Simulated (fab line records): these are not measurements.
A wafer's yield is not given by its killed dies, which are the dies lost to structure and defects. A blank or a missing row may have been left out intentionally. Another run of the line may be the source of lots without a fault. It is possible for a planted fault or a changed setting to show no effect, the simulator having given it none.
Split-lot study || flow n5_finfet || on a route of 1938 steps: 7 lots, 21 wafers read

SPLIT DETAILS
At N5_BEOL_M8_VIA_ETCH_34 (etches SiCOH lowk in C4F6/O2, target depth 125.5 nm, time 50.5 s), the setting source_w was moved away from the recipe's 345 W on 7 of the 21 wafers read, by -11.8% to +6.8%. The other wafers ran this setting at the recipe's value.

The split's own step is where the reading is taken.

THE READING
rf_vpp_V, in V, at N5_BEOL_M8_VIA_ETCH_34 (etches SiCOH lowk in C4F6/O2, target depth 125.5 nm, time 50.5 s). On this fab line, fault-free wafers typically give 666 V with a standard deviation of 7 V.

{"wafer": "L076.3", "tool, chamber at the split": "rie_diel-01, 3", "source_w as run, W": 318.6, "against the recipe": "-7.7%", "rf_vpp_V, V": 694, "against lot-mates on the recipe": "+30"}
{"wafer": "L076.4", "tool, chamber at the split": "rie_diel-01, 1", "source_w as run, W": 345, "against the recipe": "recipe", "rf_vpp_V, V": 664, "against lot-mates on the recipe": "-"}
{"wafer": "L076.6", "tool, chamber at the split": "rie_diel-01, 1", "source_w as run, W": 318.6, "against the recipe": "-7.7%", "rf_vpp_V, V": 692, "against lot-mates on the recipe": "+28"}
{"wafer": "L090.1", "tool, chamber at the split": "rie_diel-02, 1", "source_w as run, W": 304.3, "against the recipe": "-11.8%", "rf_vpp_V, V": 705, "against lot-mates on the recipe": "+48"}
{"wafer": "L090.2", "tool, chamber at the split": "rie_diel-02, 0", "source_w as run, W": 345, "against the recipe": "recipe", "rf_vpp_V, V": 657, "against lot-mates on the recipe": "-"}
{"wafer": "L090.3", "tool, chamber at the split": "rie_diel-02, 3", "source_w as run, W": 304.3, "against the recipe": "-11.8%", "rf_vpp_V, V": 708, "against lot-mates on the recipe": "+51"}
{"wafer": "L092.1", "tool, chamber at the split": "rie_diel-06, 0", "source_w as run, W": 345, "against the recipe": "recipe", "rf_vpp_V, V": 672, "against lot-mates on the recipe": "-"}
{"wafer": "L092.5", "tool, chamber at the split": "rie_diel-06, 3", "source_w as run, W": 345, "against the recipe": "recipe", "rf_vpp_V, V": 678, "against lot-mates on the recipe": "-"}
{"wafer": "L092.6", "tool, chamber at the split": "rie_diel-06, 0", "source_w as run, W": 345, "against the recipe": "recipe", "rf_vpp_V, V": 673, "against lot-mates on the recipe": "-"}
{"wafer": "L094.2", "tool, chamber at the split": "rie_diel-01, 0", "source_w as run, W": 345, "against the recipe": "recipe", "rf_vpp_V, V": 667, "against lot-mates on the recipe": "-"}
{"wafer": "L094.3", "tool, chamber at the split": "rie_diel-01, 1", "source_w as run, W": 368.5, "against the recipe": "+6.8%", "rf_vpp_V, V": 642, "against lot-mates on the recipe": -25}
{"wafer": "L094.6", "tool, chamber at the split": "rie_diel-01, 3", "source_w as run, W": 345, "against the recipe": "recipe", "rf_vpp_V, V": 667, "against lot-mates on the recipe": "-"}
{"wafer": "L091.1", "tool, chamber at the split": "rie_diel-01, 0", "source_w as run, W": 345, "against the recipe": "recipe", "rf_vpp_V, V": 666, "against lot-mates on the recipe": "-"}
{"wafer": "L091.3", "tool, chamber at the split": "rie_diel-01, 1", "source_w as run, W": 345, "against the recipe": "recipe", "rf_vpp_V, V": 664, "against lot-mates on the recipe": "-"}
{"wafer": "L091.6", "tool, chamber at the split": "rie_diel-01, 2", "source_w as run, W": 345, "against the recipe": "recipe", "rf_vpp_V, V": 659, "against lot-mates on the recipe": "-"}
{"wafer": "L095.4", "tool, chamber at the split": "rie_diel-01, 0", "source_w as run, W": 345, "against the recipe": "recipe", "rf_vpp_V, V": 666, "against lot-mates on the recipe": "-"}
{"wafer": "L095.5", "tool, chamber at the split": "rie_diel-01, 2", "source_w as run, W": 345, "against the recipe": "recipe", "rf_vpp_V, V": 659, "against lot-mates on the recipe": "-"}
{"wafer": "L095.6", "tool, chamber at the split": "rie_diel-01, 3", "source_w as run, W": 316.3, "against the recipe": "-8.3%", "rf_vpp_V, V": 697, "against lot-mates on the recipe": "+34"}
{"wafer": "L096.1", "tool, chamber at the split": "rie_diel-06, 1", "source_w as run, W": 345, "against the recipe": "recipe", "rf_vpp_V, V": 665, "against lot-mates on the recipe": "-"}
{"wafer": "L096.3", "tool, chamber at the split": "rie_diel-06, 3", "source_w as run, W": 345, "against the recipe": "recipe", "rf_vpp_V, V": 678, "against lot-mates on the recipe": "-"}
{"wafer": "L096.4", "tool, chamber at the split": "rie_diel-06, 0", "source_w as run, W": 363.9, "against the recipe": "+5.5%", "rf_vpp_V, V": 655, "against lot-mates on the recipe": -16}

THE FIT
A straight line over all 21 wafers: rf_vpp_V changes by -3.34 V for each +1% of source_w; r = -0.95; the points scatter about the line by 5.7 V.
The same after taking each lot's own level away (the mean of its wafers on the recipe; 21 wafers): -3.95 V for each +1%; r = -0.99; scatter 3.3 V.
On that fit, the largest move of source_w shifts the reading by 47 V.
The lots' own levels span 657.0 to 674.3 V, that is 2.5 times the standard deviation above.
In other words, the slope is changed by the lot-to-lot level; the two fits disagree.
Check: +46.9 V against its lot-mates is what the line predicts for one of the wafers moved furthest among these (-11.8%) when that wafer is left out of the fit. Against them it came out at +48 V.
Tool readings at the split's step, against how far the setting was moved: rf_vpp_V r = -0.95.

ADDITIONAL SPLITS CARRIED BY THESE WAFERS
These wafers also went through other splits before the reading. Each is held against what the fit with the lots' levels taken away leaves over:
{"other split on the same wafers": "N5_BEOL_M4_DESCUM_33 time_s", "wafers away from the commonest value": 6, "r with rf_vpp_V (lot level and that fit taken away)": "+0.18"}
{"other split on the same wafers": "N5_BEOL_M4_ETCH_69 cf4_flow_sccm", "wafers away from the commonest value": 6, "r with rf_vpp_V (lot level and that fit taken away)": -0.04}
{"other split on the same wafers": "N5_BEOL_M6_HM_DEP_02 target_thk_a", "wafers away from the commonest value": 8, "r with rf_vpp_V (lot level and that fit taken away)": -0.22}
{"other split on the same wafers": "N5_BEOL_M6_COAT_60 spin_rpm", "wafers away from the commonest value": 4, "r with rf_vpp_V (lot level and that fit taken away)": "+0.01"}
{"other split on the same wafers": "N5_BEOL_M7_COAT_63 spin_rpm", "wafers away from the commonest value": 5, "r with rf_vpp_V (lot level and that fit taken away)": "+0.09"}
{"other split on the same wafers": "N5_BEOL_M7_COAT_64 spin_rpm", "wafers away from the commonest value": 9, "r with rf_vpp_V (lot level and that fit taken away)": "+0.21"}
{"other split on the same wafers": "N5_BEOL_M7_ETCH_41 source_w", "wafers away from the commonest value": 5, "r with rf_vpp_V (lot level and that fit taken away)": -0.19}

FILE'S OWN FIT
rf_vpp_V changes by -3.92 V for each +1% of source_w, r = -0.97.
